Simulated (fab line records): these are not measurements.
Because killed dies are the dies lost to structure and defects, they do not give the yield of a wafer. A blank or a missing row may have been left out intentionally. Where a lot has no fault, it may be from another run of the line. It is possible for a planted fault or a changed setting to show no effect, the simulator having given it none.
A lot that was struck, set against a sound lot | flow n5_finfet | 35 out of 1938 route steps
Sound: wafers L817.2, L817.3, L817.6. Struck: wafers L825.2, L825.5, L825.6. The cause comes at the end.
For every step that has rows: the tool of each side, followed by ch and its chambers, followed by its first start. Under that, the readings that differ: sound wafers | struck wafers | difference of the means | sigmas: that difference in standard deviations of wafers without a fault.
alike: words and numbers the same on both sides, and readings whose means are apart by under 2 such deviations; not compared: readings that were withheld, readings missing a value for some wafer, numbers with overlapping values and no deviation given by the record, and bounds like >300 which may hide the same value.
The two part at a step that has a row with sigmas, a row that says differs or no value, or rows on one side only. Non-overlapping numbers with no deviation appear without sigmas and do not part them. A reading missing from all wafers of one side parts the sides only when that side holds two or more wafers.

first, 10 steps without rows for these wafers: N5_BEOL_M9_DESCUM_33 (chemistry O2, time 7 s); N5_BEOL_M9_ETCH_76 (etches underlayer in N2/H2, target depth 6.5 nm, time 5.2 s); N5_BEOL_M9_ETCH_65 (etches SiARC in CF4, target depth 15.6 nm, time 26 s); N5_BEOL_M9_ETCH_66 (etches SOC in N2/H2, target depth 80 nm, overetch 16 nm, time 120 s); N5_BEOL_M9_STRIP_69 (strips in N2/H2); N5_BEOL_M9_STRIP_77 (strips in N2/H2); N5_BEOL_M9_VIA_ETCH_34 (etches SiCOH lowk in C4F6/O2, target depth 182.4 nm, time 68.4 s); N5_BEOL_M9_STRIP_73 (strips in C4F6/O2); N5_BEOL_M9_STRIP_36 (strips in N2/H2); N5_BEOL_M9_TRENCH_ETCH_37 (etches SiCOH lowk in C4F6/O2, target depth 151.43 nm, time 49 s).
N5_BEOL_M9_ETCH_41: etches SiCN in CH3F/O2, target depth 36.6 nm, time 70.1 s.
  sound on rie_diel-05 ch 0,1, day 12 18:58; struck on rie_diel-05 ch 0,1, day 14 06:20
  alike: drypump_motor_current_A, oes_product_au, rf_vpp_V, showerhead_plenum_p_Torr, throttle_valve_pct
  not compared: rf_hours_counter_h
then, 23 steps without rows for these wafers: N5_BEOL_M9_STRIP_80 (strips in N2/H2, time 10 s); N5_BEOL_M9_HM_STRIP_39 (strips TiN in peroxide tin strip, target depth 25 nm, time 158 s); N5_BEOL_M9_SRD_40 (time 30 s); N5_BEOL_M9_PRECLEAN_42 (cleans in residue remover, time 60 s); N5_BEOL_M9_SRD_43 (time 30 s); N5_BEOL_M9_CURE_72 (cures SiCOH lowk, time 120 s); N5_BEOL_M9_DEGAS_44 (time 60 s); N5_BEOL_M9_PRE_CLEAN_45 (time 30 s); N5_BEOL_M9_ALD_74 (deposits TaN, target thk 2 nm, pulse time 2 s, purge time 3 s); N5_BEOL_M9_SURFACE_TREAT_79; N5_BEOL_M9_CVD_78 (deposits Co from CCTBA/H2, target thk 2 nm, time 138.9 s); N5_BEOL_M9_SPUTTER_48 (material Cu, target thk 12 nm, time 2 s); N5_BEOL_M9_ECD_50 (material Cu, target thk 318 nm); N5_BEOL_M9_ANNEAL_51 (time 90 s); N5_BEOL_M9_CMP_52 (polishes, stops on SiCOH lowk, t overpolish 7 s, target thk 140 nm); N5_BEOL_M9_PRE_CLEAN_55 (time 15 s); N5_BEOL_M9_DEP_56 (deposits SiCN from 3MS/NH3, target thk 15 nm, time 26.5 s); N5_BEOL_M10_ILD_DEP_00 (deposits SiCOH lowk from DEMS/porogen, target thk 308.51 nm, time 58 s); N5_BEOL_M10_CURE_71 (cures SiCOH lowk, time 240 s); N5_BEOL_M10_PECVD_70 (deposits SiO2 from TEOS/O2, target thk 20 nm, time 22.7 s); N5_BEOL_M10_HM_DEP_02 (deposits TiN, target thk 20 nm); N5_BEOL_M10_COAT_59 (time 60 s, resist thk 100 nm); N5_BEOL_M10_COAT_60 (time 60 s, resist thk 30 nm).
-- here the record skips 3 days between the struck wafers' starts before and after, leaving off in module BEOL_M10 and picking up in module PASSIVATION (first step shown: number 1936 of the route) --
N5_PASSIVATION_PROBE_49:
  the record has rows for the struck wafers here (prober-02, day 16 18:54) and none for the sound ones

## WHERE THEY PART
N5_PASSIVATION_PROBE_49 only, going by this record.

WHY: what had been put in by the simulator
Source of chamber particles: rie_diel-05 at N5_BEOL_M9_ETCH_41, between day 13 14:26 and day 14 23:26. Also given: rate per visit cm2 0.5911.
